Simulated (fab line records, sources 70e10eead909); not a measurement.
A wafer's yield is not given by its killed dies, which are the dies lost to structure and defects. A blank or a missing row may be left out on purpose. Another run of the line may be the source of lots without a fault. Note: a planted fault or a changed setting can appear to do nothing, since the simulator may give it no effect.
fab line records -- flow nandHarc
[record] lots = 6, wafers = 18, lastDay = 23
route steps=1159 shown P_GATE@170
lots untouched by any fault: they come from a run of this same line in which no faults occurred
startH: hours from the record's opening day to when the first of the lot's shown wafers began -- waitH: hours since the lot's step before -- " identical to the entry in the row above -- L1.1+2: one row covering several wafers at once -- - no value present, or no start provided -- * or withheld: withheld -- < > ~ a bound
route shown NAME@n: a module of which the file shows steps, and the number in the route of the first -- usual: mean/standard deviation of fault-free wafers -- same: alike in all rows -- chamber/n: place in a boat -- sites: the reading at each site -- _std_site: the standard deviation of these -- _edge_site: inner sites' mean taken away from outer sites' mean -- radiusMm: for every site, how far away it sits from the centre of the wafer -- mask NAME#n: copy n -- behind: the tool/chamber that last shaped the wafer -- hold: why the lot went on hold/how many hours it stayed there/how the hold came to an end -- device: names the non-switching transistor (n, p or np) -- end of line: the tests these same wafers got at the end of their route -- step lacking rows: just its recipe -- killed: not the wafer's yield, but the dies lost to structure and defects at the first sort -- map: shows each die of a wafer: x if killed, . if not, _ if none is there
set.NAME: the setting the step ran with; set.NAME@STEP: the setting that earlier step ran with -- model.NAME: the simulator's own value behind a step, which no gauge read
lots seen at some steps along the route; tables by step, rows by wafer
services: a tool's chamber out of use, with start hour (startH, from the record's first day; less than 0 if before it), hours out, and reason
[[steps]]
[step NHARC_P_GATE_CD_MEAS_46]
[recipe] targetCdNm = 720, landingEnergyEv = 500
[usual] cdNm = 720.5/1.7
lot.wafer,tool,chamber,startH,waitH,cdNm
L402.1,cdSem-03,0,164.83,-,717.3
L402.2,cdSem-03,0,164.83,-,719.6
L402.3,cdSem-03,0,164.83,-,719.0
L404.4,cdSem-02,0,178.54,-,718.0
L404.5,cdSem-02,0,178.54,-,718.3
L404.6,cdSem-02,0,178.54,-,720.5
L405.2,cdSem-02,0,186.86,-,719.3
L405.3,cdSem-02,0,186.86,-,719.3
L405.6,cdSem-02,0,186.86,-,718.3
L406.2,cdSem-03,0,187.70,-,719.6
L406.3,cdSem-03,0,187.70,-,720.8
L406.4,cdSem-03,0,187.70,-,720.0
L408.1,cdSem-03,0,196.41,-,720.0
L408.2,cdSem-03,0,196.41,-,722.2
L408.4,cdSem-03,0,196.41,-,723.8
L410.1,cdSem-03,0,208.05,-,718.2
L410.4,cdSem-03,0,208.05,-,722.9
L410.5,cdSem-03,0,208.05,-,720.4
[step NHARC_P_GATE_HARDBAKE_47]
[recipe] tempC = 125, timeS = 80
[step NHARC_P_GATE_DESCUM_48]
[recipe] timeS = 3, o2FlowSccm = 200, arFlowSccm = 0, biasPowerW = 0, chemistry = O2
[usual] drypumpMotorCurrentA = 5.8/0.41, mfcArSccm = 0.009/0.014, oesProductAu = 0.998/0.01, rfVppV = 58.0/1, showerheadPlenumPTorr = 1.95/0.095, throttleValvePct = 11.311/0.009
lot.wafer,tool,chamber,startH,waitH,drypumpMotorCurrentA,mfcArSccm,oesProductAu,rfHoursCounterH,rfVppV,showerheadPlenumPTorr,throttleValvePct
L402.2,rieDiel-02,0,164.99,-,5.8,0.032,1.013,2,55.7,1.93,11.316
L402.3,rieDiel-02,2,164.99,-,5.9,0,0.994,2,58.2,2.08,11.305
L402.1,rieDiel-02,3,164.99,-,5.6,0,1.002,2,57.1,1.82,11.302
L404.4,rieDiel-09,2,178.71,-,5.6,0.034,1.004,35,57.4,1.95,11.328
L404.6,rieDiel-09,0,178.71,-,5.6,0,1.009,-,57.4,1.83,11.302
L404.5,rieDiel-09,1,178.71,-,5.2,0.040,1.007,-,58.0,2.02,11.308
L405.3,rieDiel-09,1,187.02,-,5.2,0.040,1.000,37,57.5,2.02,11.303
L405.2,rieDiel-09,2,187.02,-,5.6,0.034,1.006,37,58.2,1.94,11.288
L405.6,rieDiel-09,1,187.02,-,5.2,0.040,1.012,-,57.9,2.02,11.330
L406.2,rieDiel-10,1,187.88,-,5.7,0,0.983,1,58.1,1.79,11.304
L406.3,rieDiel-10,2,187.88,-,6.7,0,0.979,1,59.5,2.03,11.305
L406.4,rieDiel-10,2,187.88,-,6.7,0,0.991,-,59.4,2.03,11.309
L408.2,rieDiel-02,3,196.57,-,5.6,0,0.991,13,57.3,1.82,11.309
L408.4,rieDiel-02,0,196.57,-,5.8,0.032,1.017,14,57.5,1.93,11.306
L408.1,rieDiel-02,2,196.57,-,5.9,0,1.007,14,58.9,2.07,11.304
L410.1,rieDiel-02,1,208.22,-,5.6,0.001,0.968,20,58.3,1.94,11.321
L410.4,rieDiel-02,3,208.22,-,5.5,0,1.004,18,57.5,1.82,11.314
L410.5,rieDiel-02,0,208.22,-,5.8,0.032,1.010,-,58.7,1.93,11.322
[step NHARC_P_GATE_IMPLANT_49]
[recipe] energyKev = 30, doseCm2 = 3e+15, tiltDeg = 7
[step NHARC_P_GATE_STRIP_111]
[recipe] powerW = 1500, tempC = 110, timeS = 250, chemistry = N2/H2
[usual] drypumpMotorCurrentA = 6.0/0.51, heaterPowerW = 89/10
lot.wafer,tool,chamber,startH,waitH,drypumpMotorCurrentA,heaterPowerW,rfHoursCounterH
L402.1,plasmaAsher-02,0,165.36,0.2,5.1,71,50
L402.2,plasmaAsher-02,1,165.36,0.2,6.0,97,50
L402.3,plasmaAsher-02,1,165.36,0.2,6.0,92,-
L404.4,plasmaAsher-02,1,179.33,0.4,6.0,94,-
L404.5,plasmaAsher-02,0,179.33,0.4,5.1,72,-
L404.6,plasmaAsher-02,1,179.33,0.4,5.9,95,-
L405.2,plasmaAsher-01,1,187.39,0.2,6.3,92,26
L405.3,plasmaAsher-01,1,187.39,0.2,6.3,92,-
L405.6,plasmaAsher-01,1,187.39,0.2,6.3,92,-
L406.2,plasmaAsher-01,1,188.27,0.2,6.3,91,26
L406.4,plasmaAsher-01,1,188.27,0.2,6.3,93,-
L406.3,plasmaAsher-01,0,188.27,0.2,6.5,99,-
L408.1,plasmaAsher-02,1,196.94,0.2,6.0,96,1
L408.2,plasmaAsher-02,0,196.94,0.2,5.1,75,1
L408.4,plasmaAsher-02,0,196.94,0.2,5.1,72,-
L410.1,plasmaAsher-02,1,208.58,0.2,5.9,95,5
L410.4,plasmaAsher-02,0,208.58,0.2,5.2,74,-
L410.5,plasmaAsher-02,1,208.58,0.2,6.0,95,-
[step NHARC_P_GATE_STRIP_75]
[recipe] powerW = 1500, tempC = 250, chemistry = O2
[usual] drypumpMotorCurrentA = 6.0/0.51, heaterPowerW = 333/39
lot.wafer,tool,chamber,startH,waitH,drypumpMotorCurrentA,heaterPowerW,rfHoursCounterH
L402.1,plasmaAsher-02,0,165.67,0.3,5.1,262,51
L402.2,plasmaAsher-02,1,165.67,0.3,6.0,350,51
L402.3,plasmaAsher-02,1,165.67,0.3,5.9,348,-
L404.4,plasmaAsher-02,1,179.51,0.1,6.0,360,-
L404.5,plasmaAsher-02,0,179.51,0.1,5.2,265,-
L404.6,plasmaAsher-02,1,179.51,0.1,6.0,362,-
L405.2,plasmaAsher-01,1,187.69,0.3,6.3,338,26
L405.3,plasmaAsher-01,1,187.69,0.3,6.3,344,-
L405.6,plasmaAsher-01,1,187.69,0.3,6.3,334,-
L406.2,plasmaAsher-01,1,188.57,0.3,6.3,349,27
L406.4,plasmaAsher-01,1,188.57,0.3,6.3,341,-
L406.3,plasmaAsher-01,0,188.57,0.3,6.5,359,-
L408.1,plasmaAsher-02,1,197.25,0.3,5.9,356,2
L408.2,plasmaAsher-02,0,197.25,0.3,5.2,275,2
L408.4,plasmaAsher-02,0,197.25,0.3,5.1,284,-
L410.1,plasmaAsher-02,1,208.88,0.3,5.9,362,5
L410.4,plasmaAsher-02,0,208.88,0.3,5.1,268,-
L410.5,plasmaAsher-02,1,208.88,0.3,6.0,357,-
[step NHARC_P_GATE_STRIP_50]
[recipe] timeS = 900, tempC = 130, chemistry = SPM
[step NHARC_P_GATE_DEHYDRATE_51]
[recipe] tempC = 150, timeS = 120
[step NHARC_P_GATE_HMDS_52]
[recipe] timeS = 30
[step NHARC_P_GATE_COAT_53]
[recipe] spinRpm = 3000
[step NHARC_P_GATE_SOFTBAKE_54]
[recipe] tempC = 122, timeS = 95
[step NHARC_P_GATE_EBR_55]
[step NHARC_P_GATE_EXPOSE_56]
[recipe] na = 0.6, targetCdNm = 720, doseMj = 14.81, maskId = P_PSD
lot.wafer,tool,chamber,startH,waitH,mask
L402.1+2+3,krfScanner-01,0,166.31,-,P_PSD#0
L404.4+5+6,krfScanner-04,0,180.15,-,P_PSD#0
L405.2+3+6,krfScanner-04,0,188.33,-,P_PSD#0
L406.2+3+4,krfScanner-01,0,189.34,-,P_PSD#0
L408.1+2+4,krfScanner-04,0,198.02,-,P_PSD#0
L410.1+4+5,krfScanner-03,0,209.66,-,P_PSD#0
[step NHARC_P_GATE_PEB_57]
[recipe] pebTempC = 118, pebTimeS = 85
[step NHARC_P_GATE_DEVELOP_58]
[recipe] timeS = 70
[step NHARC_P_GATE_CD_MEAS_59]
[recipe] targetCdNm = 720, landingEnergyEv = 500
[usual] cdNm = 720.5/2
lot.wafer,tool,chamber,startH,waitH,cdNm
L402.1,cdSem-03,0,166.46,-,720.6
L402.2,cdSem-03,0,166.46,-,718.8
L402.3,cdSem-03,0,166.46,-,717.3
L404.4,cdSem-01,0,180.30,-,723.2
L404.5,cdSem-01,0,180.30,-,722.2
L404.6,cdSem-01,0,180.30,-,719.5
L405.2,cdSem-03,0,188.49,-,721.0
L405.3,cdSem-03,0,188.49,-,732.9
L405.6,cdSem-03,0,188.49,-,724.1
L406.2,cdSem-03,0,189.50,-,722.0
L406.3,cdSem-03,0,189.50,-,721.1
L406.4,cdSem-03,0,189.50,-,720.0
L408.1,cdSem-01,0,198.19,-,732.5
L408.2,cdSem-01,0,198.19,-,717.6
L408.4,cdSem-01,0,198.19,-,717.3
L410.1,cdSem-02,0,209.81,-,720.6
L410.4,cdSem-02,0,209.81,-,722.9
L410.5,cdSem-02,0,209.81,-,724.3
[step NHARC_P_GATE_HARDBAKE_60]
[recipe] tempC = 125, timeS = 80
[[services]]
tool,chamber,startH,hours,kind
rieDiel-10,3,142.10,11.2,repair
krfScanner-01,-,146.33,1.7,repair
rieDiel-02,-,150.73,9.0,pm
rieDiel-02,0,150.73,9.0,ventCycle
rieDiel-02,1,150.73,9.0,ventCycle
rieDiel-02,2,150.73,9.0,ventCycle
rieDiel-02,3,150.73,9.0,ventCycle
rieDiel-02,0,159.73,-,clean
rieDiel-02,1,159.73,-,clean
rieDiel-02,2,159.73,-,clean
rieDiel-02,2,159.73,-,consumableReplace:showerhead
rieDiel-02,3,159.73,-,clean
krfScanner-03,-,171.87,4.0,pm
rieDiel-10,-,176.58,9.0,pm
plasmaAsher-02,0,183.34,9.0,ventCycle
rieDiel-02,0,184.23,-,clean
rieDiel-02,1,184.23,-,clean
rieDiel-02,2,184.23,-,clean
krfScanner-04,-,186.66,0.2,repair
plasmaAsher-02,0,192.34,-,clean
plasmaAsher-02,1,192.34,-,clean
rieDiel-09,0,192.44,7.7,repair
rieDiel-10,1,200.45,14.6,repair
rieDiel-10,3,205.37,8.3,repair
[[key]]
[firstSign] step = NHARC_P_GATE_CD_MEAS_59, reading = cdNm, direction = up, sigmas = 6.1, usual = 720.5, struck = 732.7
effect none on later readings
metAt NHARC_P_GATE_EXPOSE_56
struckWafers L405.3,L408.1
testerLeftOut L405,L408
onsetBetween 180.15 188.33
[fault] kind = processParameterDrift, tool = krfScanner-04, chamber = -, onsetH = 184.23, steps = NHARC_P_GATE_EXPOSE_56, channel = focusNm, offset = 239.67, shape = step, endH = 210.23, scope = struckWafersOnly
// testerLeftOut: of these lots the tester's yield and bins aren't shown, on N5 and GAA mostly nor the transistor test; their killed dies are dies lost to structure and defects alone, not to doping, threshold or leakage, so they don't give the yield
